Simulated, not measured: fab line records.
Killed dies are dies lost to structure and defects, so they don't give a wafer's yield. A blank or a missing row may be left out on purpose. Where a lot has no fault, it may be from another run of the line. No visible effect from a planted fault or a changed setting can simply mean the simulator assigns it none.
Matching of chambers / flow n5-finfet / N5_GATE_CUT_ETCH_36 on rie-diel-04: 4 sister chambers
The step etches SiARC in CF4, target depth 13 nm, time 21.7 s. 4 wafers are shown with their chamber, then 7 later ones without.

## WAFERS PAIRED WITH THEIR CHAMBERS
wafer=L082.6; chamber=3; showerhead-plenum-p-Torr (Torr)=2.19
wafer=L084.2; chamber=0; showerhead-plenum-p-Torr (Torr)=2.13
wafer=L088.1; chamber=1; showerhead-plenum-p-Torr (Torr)=2.22
wafer=L088.5; chamber=2; showerhead-plenum-p-Torr (Torr)=2.23

## WAFERS WITHOUT THEIR CHAMBER
wafer=L088.6; showerhead-plenum-p-Torr (Torr)=2.21
wafer=L092.1; showerhead-plenum-p-Torr (Torr)=2.21
wafer=L092.2; showerhead-plenum-p-Torr (Torr)=2.22
wafer=L092.4; showerhead-plenum-p-Torr (Torr)=2.21
wafer=L094.1; showerhead-plenum-p-Torr (Torr)=2.22
wafer=L094.3; showerhead-plenum-p-Torr (Torr)=2.21
wafer=L094.6; showerhead-plenum-p-Torr (Torr)=2.21

## WHICH CHAMBER EACH ONE RAN IN
wafer=L088.6; from the rows above=can't be placed: 1 or 2 or 3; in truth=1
wafer=L092.1; from the rows above=can't be placed: 1 or 2 or 3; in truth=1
wafer=L092.2; from the rows above=can't be placed: 1 or 2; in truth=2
wafer=L092.4; from the rows above=can't be placed: 1 or 2 or 3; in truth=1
wafer=L094.1; from the rows above=can't be placed: 1 or 2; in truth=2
wafer=L094.3; from the rows above=can't be placed: 1 or 2 or 3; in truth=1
wafer=L094.6; from the rows above=can't be placed: 1 or 2 or 3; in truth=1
Placed correctly: 0 of 7. These rows do not allow placing 7 (true chamber among the candidates in 7). Wrongly placed: 0.
How it was worked out, from the rows above alone: a wafer's distance from a chamber is the root of the sum, over the readings, of the square of ((its reading less the chamber's mean) divided by the reading's scatter). The wafer belongs to the nearest chamber; if the next one is less than 2 further off, it can't be placed. The mean given for a chamber averages the wafers shown for that chamber. The scatter: root of mean squared gap, hidden wafer to nearest shown wafer, with one shown wafer a chamber.
